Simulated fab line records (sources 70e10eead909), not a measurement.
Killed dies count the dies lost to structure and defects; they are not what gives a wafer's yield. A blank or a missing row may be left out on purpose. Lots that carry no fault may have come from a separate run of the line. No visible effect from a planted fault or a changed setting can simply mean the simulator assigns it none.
fab line records	flow nand-harc
[record] lots = 6	wafers = 18	last-day = 33
route steps=1302 shown THIN_TSV@1262 END@1302
lots that met no fault: taken from a fault-free run of the same line
start-h: start of the lot's first displayed wafer, in hours after the record's first day	wait-h: hours from the lot's prior step to this one	" as in the row above	L1.1+2: several wafers, shown together as one row	- no value present, or no start provided	* or withheld: withheld	< > ~ a bound
route shown NAME@n: names a module that has steps shown in the file, with the first one's number in the route	usual: mean/standard deviation of fault-free wafers	same: alike in all rows	chamber/n: place in a boat	sites: the reading at each site	_std_site: standard deviation of those values	_edge_site: the outer-site mean with the inner-site mean subtracted	radius-mm: for every site, how far away it sits from the centre of the wafer	mask NAME#n: copy n	behind: the last tool/chamber to shape the wafer	hold: why the lot was held/for how many hours/how that ended	device: whichever transistor did not switch (one of n, p or np)	end of line: at the end of the route, the tests of the same wafers	a step without rows: its recipe alone	killed: count of dies lost to structure and defects at first sort (not the wafer's yield)	map: per-die view of a wafer (x killed, . not killed, _ where there is no die)
set.NAME: the setting as run; set.NAME@STEP: as run at that earlier step	model.NAME: the simulator's own value behind a step, which no gauge read
lots at some steps of the route; a table a step, a row a wafer
services: a tool's chamber out of use, with start hour (start-h, from the record's first day; less than 0 if before it), hours out, and reason
[[steps]]
[step NHARC_THIN_TSV_ETCH_44]
[recipe] target-depth-a = 15942	time-s = 797.1	cf4-flow-sccm = 150	o2-flow-sccm = 10	ar-flow-sccm = 0	rf-w = 300	bias-w = 800	chemistry = CF4/O2
[step NHARC_THIN_TSV_ETCH_15]
[recipe] target-depth-a = 30000	bosch-target-overetch-cycles = 2	bosch-etch-step-s = 2.8	bosch-dep-step-s = 1.2	bosch-cycles = 14
[step NHARC_THIN_TSV_CD_MEAS_16]
[usual] cd-nm = 1000.5/2.4
lot.wafer	tool	chamber	start-h	wait-h	cd-nm
L883.3	cd-sem-02	-	563.14	0.2	1000.8
L883.4	"	-	"	"	1005.0
L883.5	"	-	"	"	1000.8
L889.1	cd-sem-03	-	651.38	0.1	1000.4
L889.5	"	-	"	"	1000.5
L889.6	"	-	"	"	997.6
L892.2	cd-sem-01	-	658.55	0.1	1001.0
L892.4	"	-	"	"	1000.0
L892.5	"	-	"	"	1001.4
L899.1	cd-sem-01	-	737.68	0.1	1002.2
L899.2	"	-	"	"	1003.2
L899.3	"	-	"	"	1001.1
L900.2	cd-sem-02	-	748.31	0.1	1001.8
L900.5	"	-	"	"	998.3
L900.6	"	-	"	"	1000.9
L904.1	cd-sem-01	-	780.27	0.1	1000.6
L904.4	"	-	"	"	999.1
L904.6	"	-	"	"	999.6
[step NHARC_THIN_TSV_STRIP_45]
[recipe] power-w = 1500	temp-c = 250	chemistry = O2
[usual] drypump-motor-current-A = 5.62/0.24	heater-power-w = 329/20	rf-refl-power-W = 20/8.7
lot.wafer	tool	chamber	start-h	wait-h	drypump-motor-current-A	heater-power-w	rf-hours-counter-h	rf-refl-power-W
L883.4	plasma-asher-02	0	563.30	0.2	5.41	352	-	20
L883.3	"	1	"	"	5.92	319	-	12
L883.5	"	1	"	"	5.97	321	-	12
L889.1	plasma-asher-02	0	651.50	0.1	5.41	349	6	20
L889.6	"	1	"	"	5.93	298	-	12
L889.5	"	0	"	"	5.43	353	-	20
L892.2	plasma-asher-01	1	658.62	0.1	5.50	332	24	17
L892.4	"	0	"	"	5.46	329	-	39
L892.5	"	1	"	"	5.50	326	-	17
L899.2	plasma-asher-02	1	737.76	0.1	5.95	301	27	12
L899.1	"	0	"	"	5.41	349	27	20
L899.3	"	0	"	"	5.41	360	-	20
L900.2	plasma-asher-01	0	748.43	0.1	5.47	326	8	36
L900.5	"	1	"	"	5.50	352	-	17
L900.6	"	0	"	"	5.45	328	-	37
L904.1	plasma-asher-01	1	780.39	0.1	5.50	336	14	16
L904.4	"	1	"	"	5.50	340	-	16
L904.6	"	1	"	"	5.51	347	-	17
[step NHARC_THIN_TSV_STRIP_46]
[recipe] time-s = 1200	temp-c = 72.5	chemistry = post-etch-residue-remover
[step NHARC_THIN_TSV_DEP_47]
[recipe] target-thk-a = 2000	temp-c = withheld	pressure-torr = 6.5	rf-w = 900	teos-flow-sccm = 161.4	flow-sccm = 2650	target-thk-nm = 200	gas = O2	material = SiO2
[usual] chamber-pressure-Torr = 6.500/0.015	throttle-valve-pct = 15.8/0.39
lot.wafer	tool	chamber	start-h	wait-h	chamber-pressure-Torr	throttle-valve-pct
L883.3	pecvd-03	1	564.10	-	6.532	14.6
L883.5	"	2	"	"	6.507	16.1
L883.4	"	1	"	"	6.522	14.5
L889.1	pecvd-03	2	652.30	-	6.489	16.3
L889.6	"	2	"	"	6.510	16.0
L889.5	"	0	"	"	6.503	16.3
L892.2	pecvd-02	2	659.47	-	6.502	15.6
L892.4	"	1	"	"	6.533	15.8
L892.5	"	0	"	"	6.499	16.3
L899.2	pecvd-02	0	738.57	-	6.508	16.2
L899.3	"	1	"	"	6.526	15.9
L899.1	"	2	"	"	6.491	15.9
L900.2	pecvd-03	0	749.18	-	6.489	15.3
L900.6	"	0	"	"	6.495	15.7
L900.5	"	2	"	"	6.483	15.7
L904.1	pecvd-03	1	781.19	-	6.500	15.5
L904.4	"	0	"	"	6.496	15.5
L904.6	"	1	"	"	6.498	15.4
[step NHARC_THIN_TSV_ETCHBACK_48]
[recipe] target-depth-a = 10285	over-etch-frac = 0.3	time-s = 405.17	ion-energy-ev = 250	c4f8-flow-sccm = withheld	ar-flow-sccm = withheld	rf-w = 600	bias-w = 300	chemistry = C4F8/Ar
[step NHARC_THIN_TSV_STRIP_62]
[recipe] power-w = 1500	temp-c = 250	time-s = 20	chemistry = N2/H2
[step NHARC_THIN_TSV_DEGAS_49]
[recipe] temp-c = 300	time-s = 120
[step NHARC_THIN_TSV_PRE_CLEAN_50]
[recipe] time-s = 30	temp-c = 280	gas = H2/He
[step NHARC_THIN_TSV_PVD_19]
[recipe] target-thk-a = 200	chamber-pressure-pa = 5	material = TaN
[usual] throttle-valve-pct = 29.8/0.97
lot.wafer	tool	chamber	start-h	wait-h	throttle-valve-pct
L883.4	pvd-sputter-02	-	-	-	29.8
L883.3	"	-	"	"	27.9
L883.5	"	-	"	"	31.7
L889.1	pvd-sputter-02	-	-	-	29.8
L889.6	"	-	"	"	29.9
L889.5	"	-	"	"	29.0
L892.4	pvd-sputter-02	-	-	-	29.9
L892.2	"	-	"	"	31.3
L892.5	"	-	"	"	30.0
L899.2	pvd-sputter-03	-	-	-	31.6
L899.3	"	-	"	"	30.4
L899.1	"	-	"	"	28.2
L900.2	pvd-sputter-01	-	-	-	30.1
L900.5	"	-	"	"	29.4
L900.6	"	-	"	"	28.6
L904.1	pvd-sputter-01	-	-	-	29.3
L904.4	"	-	"	"	28.0
L904.6	"	-	"	"	30.7
[step NHARC_THIN_TSV_PVD_51]
[recipe] target-thk-a = 1000	chamber-pressure-pa = 5	material = Cu
[step NHARC_THIN_TSV_ECD_20]
[recipe] target-thk-a = 20000	material = Cu
lot.wafer	tool	chamber	start-h	wait-h
L883.4+3+5	ecd-cu-01	0,1,0	565.58	-
L889.1+6+5	ecd-cu-02	1,0,1	653.73	-
L892.2+4+5	ecd-cu-02	1,0,1	660.87	-
L899.1+2+3	ecd-cu-02	1,0,0	740.19	-
L900.2+6+5	ecd-cu-02	1,0,1	750.68	-
L904.1+4+6	ecd-cu-01	0	782.56	-
[step NHARC_THIN_TSV_ANNEAL_52]
[recipe] temp-c = 225	time-s = 90
[usual] wafer_temp_C_max = 226.07/0.27
lot.wafer	tool	chamber	start-h	wait-h	wafer_temp_C_max
L883.3	rtp-anneal-01	0	566.22	0.4	225.86
L883.4	"	0	"	"	225.93
L883.5	"	0	"	"	225.69
L889.1	rtp-anneal-02	0	654.36	0.5	226.45
L889.5	"	0	"	"	225.78
L889.6	"	0	"	"	226.16
L892.2	rtp-anneal-01	0	661.68	0.7	226.15
L892.4	"	0	"	"	226.08
L892.5	"	0	"	"	226.45
L899.1	rtp-anneal-02	0	740.91	0.6	225.74
L899.2	"	0	"	"	225.58
L899.3	"	0	"	"	225.92
L900.2	rtp-anneal-01	0	751.35	0.6	225.93
L900.5	"	0	"	"	225.91
L900.6	"	0	"	"	225.88
L904.1	rtp-anneal-01	0	783.29	0.6	225.60
L904.4	"	0	"	"	225.71
L904.6	"	0	"	"	226.09
[step NHARC_THIN_TSV_CMP_21]
[recipe] t-overpolish-s = 30	target-thk-nm = 2000
[step NHARC_THIN_TSV_SRD_23]
[step NHARC_THIN_TSV_DEGAS_53]
[recipe] temp-c = 300	time-s = 60
[step NHARC_THIN_TSV_PRE_CLEAN_54]
[recipe] time-s = 30	temp-c = 280	gas = H2/He
[step NHARC_THIN_TSV_PVD_55]
[recipe] target-thk-a = 500	material = TiN
[step NHARC_THIN_TSV_PVD_24]
[recipe] target-thk-a = 8000	power-w = withheld	chamber-pressure-pa = withheld	substrate-temp-c = withheld	time-s = withheld	gas = Ar	material = Al
[step NHARC_THIN_TSV_DEHYDRATE_25]
[recipe] temp-c = 150	time-s = 120
[step NHARC_THIN_TSV_HMDS_26]
[recipe] time-s = 30
[step NHARC_THIN_TSV_COAT_27]
[recipe] spin-rpm = *
[step NHARC_THIN_TSV_SOFTBAKE_28]
[recipe] temp-c = 122	time-s = 95
[step NHARC_THIN_TSV_EBR_29]
[step NHARC_THIN_TSV_EXPOSE_30]
[recipe] na = 0.55	dose-mj = 11.47	mask-id = PAD
[step NHARC_THIN_TSV_PEB_31]
[recipe] peb-temp-c = 118	peb-time-s = 85
[step NHARC_THIN_TSV_DEVELOP_32]
[recipe] time-s = 70
[step NHARC_THIN_TSV_CD_MEAS_33]
[recipe] target-cd-nm = 5000	landing-energy-ev = 500
[usual] cd-nm = 5000.2/1.9
lot.wafer	tool	chamber	start-h	wait-h	cd-nm
L883.3	cd-sem-01	0	567.93	-	5000.0
L883.4	"	0	"	"	4997.6
L883.5	"	0	"	"	4999.6
L889.1	cd-sem-03	0	656.29	-	5001.4
L889.5	"	0	"	"	5001.8
L889.6	"	0	"	"	5000.9
L892.2	cd-sem-02	0	663.46	-	5002.2
L892.4	"	0	"	"	4998.8
L892.5	"	0	"	"	4998.1
L899.1	cd-sem-01	0	742.75	-	5000.5
L899.2	"	0	"	"	4999.7
L899.3	"	0	"	"	5002.0
L900.2	cd-sem-02	0	753.24	-	5001.1
L900.5	"	0	"	"	5003.7
L900.6	"	0	"	"	5004.8
L904.1	cd-sem-03	0	785.10	-	4998.5
L904.4	"	0	"	"	4998.9
L904.6	"	0	"	"	4999.9
[step NHARC_THIN_TSV_HARDBAKE_34]
[recipe] temp-c = 125	time-s = 80
[step NHARC_THIN_TSV_DESCUM_35]
[recipe] time-s = 3	o2-flow-sccm = 200	ar-flow-sccm = 0	bias-power-w = 0	chemistry = O2
[step NHARC_THIN_TSV_ETCH_59]
[recipe] target-depth-a = 8800	icp-w = 900	bias-w = 100	Cl2_flow_sccm = 60	bcl3-flow-sccm = 30	time-s = 138.1	chemistry = Cl2/BCl3
[step NHARC_THIN_TSV_ETCH_36]
[recipe] target-depth-a = 650	over-etch-frac = 0.3	time-s = 18.571	ion-energy-ev = 150	chemistry = Cl2/BCl3
[step NHARC_THIN_TSV_STRIP_56]
[recipe] power-w = 1500	temp-c = 250	chemistry = O2
[usual] drypump-motor-current-A = 5.57/0.21	heater-power-w = 331/17	rf-refl-power-W = 22/9.7
lot.wafer	tool	chamber	start-h	wait-h	drypump-motor-current-A	heater-power-w	rf-hours-counter-h	rf-refl-power-W
L883.4	plasma-asher-02	1	569.31	0.8	5.94	318	-	-
L883.3	"	0	"	"	5.41	338	-	-
L883.5	"	1	"	"	5.99	322	-	-
L889.1	plasma-asher-02	0	657.04	0.1	5.39	346	8	20
L889.5	"	0	"	"	5.41	350	-	19
L889.6	"	1	"	"	6.00	294	-	11
L892.2	plasma-asher-02	1	664.24	0.2	5.94	301	10	12
L892.4	"	0	"	"	5.43	355	-	21
L892.5	"	0	"	"	5.41	350	-	21
L899.1	plasma-asher-01	1	743.43	0.1	5.48	338	7	16
L899.2	"	0	"	"	5.48	336	7	35
L899.3	"	0	"	"	5.48	340	-	38
L900.2	plasma-asher-01	0	753.94	0.1	5.48	336	10	37
L900.6	"	1	"	"	5.48	339	-	16
L900.5	"	0	"	"	5.46	328	-	35
L904.1	plasma-asher-01	0	785.75	0.1	5.48	330	16	34
L904.4	"	1	"	"	5.50	343	-	16
L904.6	"	1	"	"	5.48	347	-	16
[step NHARC_THIN_TSV_STRIP_57]
[recipe] time-s = 1200	temp-c = 72.5	chemistry = post-etch-residue-remover
[step NHARC_THIN_TSV_CD_MEAS_37]
[usual] cd-nm = 5001/3.1
lot.wafer	tool	chamber	start-h	wait-h	cd-nm
L883.3	cd-sem-01	-	570.02	-	5001
L883.4	"	-	"	"	5003
L883.5	"	-	"	"	5001
L889.1	cd-sem-03	-	657.83	-	5003
L889.5	"	-	"	"	5003
L889.6	"	-	"	"	4999
L892.2	cd-sem-01	-	665.04	-	5006
L892.4	"	-	"	"	5000
L892.5	"	-	"	"	5000
L899.1	cd-sem-01	-	744.22	-	5003
L899.2	"	-	"	"	5004
L899.3	"	-	"	"	5004
L900.2	cd-sem-02	-	754.70	-	5003
L900.5	"	-	"	"	5001
L900.6	"	-	"	"	5005
L904.1	cd-sem-03	-	786.55	-	5001
L904.4	"	-	"	"	4999
L904.6	"	-	"	"	5000
[step NHARC_THIN_TSV_ANNEAL_58]
[recipe] temp-c = 400	time-s = 1800
[step NHARC_THIN_TSV_INSPECT_40]
[usual] raw-defect-count = 554/83
lot.wafer	tool	chamber	start-h	wait-h	raw-defect-count
L883.3	defect-inspect-02	-	572.75	0.4	495
L883.4	"	-	"	"	494
L883.5	"	-	"	"	425
L889.1	defect-inspect-02	-	661.07	0.4	573
L889.5	"	-	"	"	426
L889.6	"	-	"	"	626
L892.2	defect-inspect-02	-	671.32	0.4	502
L892.4	"	-	"	"	480
L892.5	"	-	"	"	606
L899.1	defect-inspect-01	-	748.76	0.4	448
L899.2	"	-	"	"	413
L899.3	"	-	"	"	362
L900.2	defect-inspect-01	-	759.36	0.4	496
L900.5	"	-	"	"	689
L900.6	"	-	"	"	567
L904.1	defect-inspect-02	-	791.75	0.4	490
L904.4	"	-	"	"	521
L904.6	"	-	"	"	486
[step NHARC_END_SORT_01]
[recipe] temp-c = 25
[usual] defect-limited-yield = 89.8/2.4	killed-at-array = 64/16	killed-at-other = 1.0/1.1	killed-at-periphery = 3.5/2.3	killed-dies = 69/17	killed-open = 3.2/1.6	killed-short = 2.4/1.6
[same] gross-dies = 677
lot.wafer	tool	chamber	start-h	wait-h	defect-limited-yield[%]	killed-at-array	killed-at-other	killed-at-periphery	killed-dies	killed-open	killed-short
L883.3	prober-02	0	577.35	3.1	92.5	49	2	0	51	4	2
L883.4	prober-02	0	578.16	3.4	92.2	49	2	2	53	3	1
L883.5	prober-02	0	578.96	3.7	92.2	49	0	4	53	4	2
L889.1	prober-01	0	664.09	2.5	0	63	611	3	677	4	1
L889.5	prober-01	0	667.24	3.6	0	54	621	2	677	4	2
L889.6	prober-01	0	668.02	3.9	0	54	621	2	677	4	1
L892.2	prober-01	0	675.18	2.8	0	51	624	2	677	5	6
L892.4	prober-01	0	676.80	3.4	0	51	619	7	677	5	2
L892.5	prober-01	0	677.61	3.7	0	49	627	1	677	3	4
L900.2	prober-01	0	763.18	2.8	87.6	81	0	3	84	6	4
L900.5	prober-01	0	765.55	3.7	89.2	71	1	1	73	6	2
L900.6	prober-01	0	766.34	4.0	88.0	77	0	4	81	3	1
// killed by level:class
L883.3 A_CHANNEL_HOLE_D2:chamber-film-flake=34 A_CHANNEL_HOLE_D1:chamber-film-flake=3 A_STAIRCASE:chamber-film-flake=3 A_DECK1_JOINT:geometric-particle:open=2 A_SGD_CUT:geometric-particle:open=2 THIN_TSV:chamber-film-flake=2 A_ONON_D2:geometric-particle:short=1 A_CONTACT:geometric-particle:short=1
L883.4 A_CHANNEL_HOLE_D2:chamber-film-flake=38 A_CHANNEL_HOLE_D1:chamber-film-flake=3 A_CONTACT:chamber-film-flake=3 THIN_TSV:chamber-film-flake=2 P_GATE:geometric-particle:open=1 P_M1:geometric-particle:short=1 A_CHANNEL_FILL_D1:geometric-particle:open=1 A_DECK1_JOINT:geometric-particle:open=1
L883.5 A_CHANNEL_HOLE_D2:chamber-film-flake=31 A_STAIRCASE:chamber-film-flake=5 A_CONTACT:chamber-film-flake=4 A_ZERO_WELL:chamber-film-flake=2 A_CHANNEL_FILL_D1:chamber-film-flake=2 P_CONTACT:geometric-particle:short=1 P_CONTACT:geometric-particle:open=1 A_DECK1_JOINT:geometric-particle:open=1
L889.1 THIN_TSV:area-ecd=608 A_CHANNEL_HOLE_D1:chamber-film-flake=37 A_CHANNEL_HOLE_D2:chamber-film-flake=18 THIN_TSV:chamber-film-flake=3 A_ZERO_WELL:chamber-film-flake=2 P_CONTACT:geometric-particle:open=1 P_M0:geometric-particle:open=1 A_DECK1_JOINT:geometric-particle:short=1
L889.5 THIN_TSV:area-ecd=619 A_CHANNEL_HOLE_D1:chamber-film-flake=30 A_CHANNEL_HOLE_D2:chamber-film-flake=14 A_CHANNEL_FILL_D1:chamber-film-flake=3 A_STAIRCASE:chamber-film-flake=2 THIN_TSV:chamber-film-flake=2 P_GATE:geometric-particle:open=1 P_CONTACT:geometric-particle:open=1
L889.6 THIN_TSV:area-ecd=618 A_CHANNEL_HOLE_D1:chamber-film-flake=32 A_CHANNEL_HOLE_D2:chamber-film-flake=13 A_CONTACT:chamber-film-flake=4 THIN_TSV:chamber-film-flake=3 P_CONTACT:geometric-particle:open=1 A_CHANNEL_HOLE_D1:geometric-particle:open=1 A_CHANNEL_FILL_D1:geometric-particle:open=1
L892.2 THIN_TSV:area-ecd=624 A_SLIT:chamber-film-flake=25 A_CHANNEL_HOLE_D1:chamber-film-flake=7 A_SOURCE_PLATE:geometric-particle:short=3 A_ONON_D2:geometric-particle:open=3 A_CONTACT:chamber-film-flake=3 A_CHANNEL_FILL_D2:chamber-film-flake=2 A_CHANNEL_HOLE_D1:geometric-particle:short=1
L892.4 THIN_TSV:area-ecd=618 A_SLIT:chamber-film-flake=27 A_CHANNEL_HOLE_D1:chamber-film-flake=8 A_CONTACT:chamber-film-flake=5 A_WL_FILL:chamber-film-flake=4 A_ONON_D2:geometric-particle:open=3 P_GATE:chamber-film-flake=3 A_SGD_CUT:geometric-particle:short=2
L892.5 THIN_TSV:area-ecd=626 A_SLIT:chamber-film-flake=29 A_CHANNEL_HOLE_D1:chamber-film-flake=7 A_CONTACT:chamber-film-flake=4 A_WL_FILL:geometric-particle:short=2 A_WL_FILL:chamber-film-flake=2 A_CHANNEL_FILL_D1:geometric-particle:open=1 A_ONON_D2:geometric-particle:open=1
L900.2 A_CHANNEL_HOLE_D2:chamber-film-flake=27 A_CHANNEL_HOLE_D1:chamber-film-flake=22 A_SLIT:chamber-film-flake=8 A_STAIRCASE:chamber-film-flake=8 A_CONTACT:chamber-film-flake=3 A_CHANNEL_FILL_D2:geometric-particle:open=2 A_ZERO_WELL:chamber-film-flake=2 P_CONTACT:geometric-particle:short=1
L900.5 A_CHANNEL_HOLE_D2:chamber-film-flake=26 A_CHANNEL_HOLE_D1:chamber-film-flake=12 A_STAIRCASE:chamber-film-flake=8 A_SLIT:chamber-film-flake=6 A_CONTACT:chamber-film-flake=5 A_CHANNEL_FILL_D2:chamber-film-flake=3 A_CHANNEL_FILL_D2:geometric-particle:open=2 A_ZERO_WELL:chamber-film-flake=2
L900.6 A_CHANNEL_HOLE_D2:chamber-film-flake=34 A_CHANNEL_HOLE_D1:chamber-film-flake=12 A_SLIT:chamber-film-flake=9 A_STAIRCASE:chamber-film-flake=7 A_CONTACT:chamber-film-flake=5 A_ZERO_WELL:chamber-film-flake=3 A_CHANNEL_FILL_D1:chamber-film-flake=2 P_M1:chamber-film-flake=2
// map L889.1 (x killed, . not)
____________x____________
_________xxxxxxx_________
_______xxxxxxxxxxx_______
______xxxxxxxxxxxxx______
_____xxxxxxxxxxxxxxx_____
____xxxxxxxxxxxxxxxxx____
____xxxxxxxxxxxxxxxxx____
___xxxxxxxxxxxxxxxxxxx___
___xxxxxxxxxxxxxxxxxxx___
__xxxxxxxxxxxxxxxxxxxxx__
__xxxxxxxxxxxxxxxxxxxxx__
_xxxxxxxxxxxxxxxxxxxxxxx_
_xxxxxxxxxxxxxxxxxxxxxxx_
_xxxxxxxxxxxxxxxxxxxxxxx_
_xxxxxxxxxxxxxxxxxxxxxxx_
_xxxxxxxxxxxxxxxxxxxxxxx_
xxxxxxxxxxxxxxxxxxxxxxxxx
xxxxxxxxxxxxxxxxxxxxxxxxx
xxxxxxxxxxxxxxxxxxxxxxxxx
xxxxxxxxxxxxxxxxxxxxxxxxx
xxxxxxxxxxxxxxxxxxxxxxxxx
_xxxxxxxxxxxxxxxxxxxxxxx_
_xxxxxxxxxxxxxxxxxxxxxxx_
_xxxxxxxxxxxxxxxxxxxxxxx_
_xxxxxxxxxxxxxxxxxxxxxxx_
_xxxxxxxxxxxxxxxxxxxxxxx_
__xxxxxxxxxxxxxxxxxxxxx__
__xxxxxxxxxxxxxxxxxxxxx__
___xxxxxxxxxxxxxxxxxxx___
___xxxxxxxxxxxxxxxxxxx___
____xxxxxxxxxxxxxxxxx____
____xxxxxxxxxxxxxxxxx____
_____xxxxxxxxxxxxxxx_____
______xxxxxxxxxxxxx______
_______xxxxxxxxxxx_______
_________xxxxxxx_________
____________x____________
// map L892.2 (x killed, . not)
____________x____________
_________xxxxxxx_________
_______xxxxxxxxxxx_______
______xxxxxxxxxxxxx______
_____xxxxxxxxxxxxxxx_____
____xxxxxxxxxxxxxxxxx____
____xxxxxxxxxxxxxxxxx____
___xxxxxxxxxxxxxxxxxxx___
___xxxxxxxxxxxxxxxxxxx___
__xxxxxxxxxxxxxxxxxxxxx__
__xxxxxxxxxxxxxxxxxxxxx__
_xxxxxxxxxxxxxxxxxxxxxxx_
_xxxxxxxxxxxxxxxxxxxxxxx_
_xxxxxxxxxxxxxxxxxxxxxxx_
_xxxxxxxxxxxxxxxxxxxxxxx_
_xxxxxxxxxxxxxxxxxxxxxxx_
xxxxxxxxxxxxxxxxxxxxxxxxx
xxxxxxxxxxxxxxxxxxxxxxxxx
xxxxxxxxxxxxxxxxxxxxxxxxx
xxxxxxxxxxxxxxxxxxxxxxxxx
xxxxxxxxxxxxxxxxxxxxxxxxx
_xxxxxxxxxxxxxxxxxxxxxxx_
_xxxxxxxxxxxxxxxxxxxxxxx_
_xxxxxxxxxxxxxxxxxxxxxxx_
_xxxxxxxxxxxxxxxxxxxxxxx_
_xxxxxxxxxxxxxxxxxxxxxxx_
__xxxxxxxxxxxxxxxxxxxxx__
__xxxxxxxxxxxxxxxxxxxxx__
___xxxxxxxxxxxxxxxxxxx___
___xxxxxxxxxxxxxxxxxxx___
____xxxxxxxxxxxxxxxxx____
____xxxxxxxxxxxxxxxxx____
_____xxxxxxxxxxxxxxx_____
______xxxxxxxxxxxxx______
_______xxxxxxxxxxx_______
_________xxxxxxx_________
____________x____________
[[services]]
tool	chamber	start-h	hours	kind
pecvd-03	-	547.30	13.0	pm
plasma-asher-01	-	559.61	12.9	repair
plasma-asher-02	-	572.09	6.4	repair
pecvd-02	2	572.62	15.2	repair
ecd-cu-02	-	573.85	0.9	repair
ecd-cu-01	-	581.92	3.4	repair
pvd-sputter-01	-	582.00	10.0	pm
pecvd-02	-	589.11	13.0	pm
ecd-cu-02	-	596.16	8.0	pm
plasma-asher-02	-	608.22	9.0	pm
pvd-sputter-01	-	626.33	3.5	repair
pvd-sputter-02	-	638.00	10.0	pm
pvd-sputter-01	-	642.65	4.3	repair
pvd-sputter-01	-	656.88	5.1	repair
pvd-sputter-02	-	672.48	18.2	repair
ecd-cu-02	-	694.85	18.1	repair
plasma-asher-01	-	696.14	9.0	pm
pvd-sputter-01	-	701.68	6.0	repair
pecvd-03	-	728.54	13.0	pm
plasma-asher-02	-	749.78	8.1	repair
ecd-cu-02	-	772.16	8.0	pm
pvd-sputter-02	-	772.51	1.2	repair
plasma-asher-02	-	785.22	9.0	pm
pecvd-03	-	785.66	3.0	repair
[[key]]
[first-sign] step = NHARC_END_SORT_01	reading = killed-at-other	direction = up	sigmas = 99+	usual = 1.0	struck = 620.5
[effect] step = NHARC_END_SORT_01	reading = defect-limited-yield	direction = down	sigmas = 37	usual = 89.8	struck = 0
[more-kills-born-at] NHARC_THIN_TSV_ECD_20@ecd-cu-02 = 3713
met-at NHARC_THIN_TSV_ECD_20
struck-wafers L889.1,L889.5,L889.6,L892.2,L892.4,L892.5
later-rows-left-out L889.1,L889.5,L889.6,L892.2,L892.4,L892.5
also-fits NHARC_THIN_TSV_PVD_19:pvd-sputter-02,NHARC_THIN_TSV_STRIP_56:plasma-asher-02
[fault] kind = skipped-step-whole	tool = ecd-cu-02	chamber = -	onset-h = 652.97	steps = NHARC_THIN_TSV_ECD_20	scope = struck-lots-only
// later-rows-left-out: the simulator's readings of these wafers behind a module that went badly wrong aren't trusted and aren't shown, but for the sort
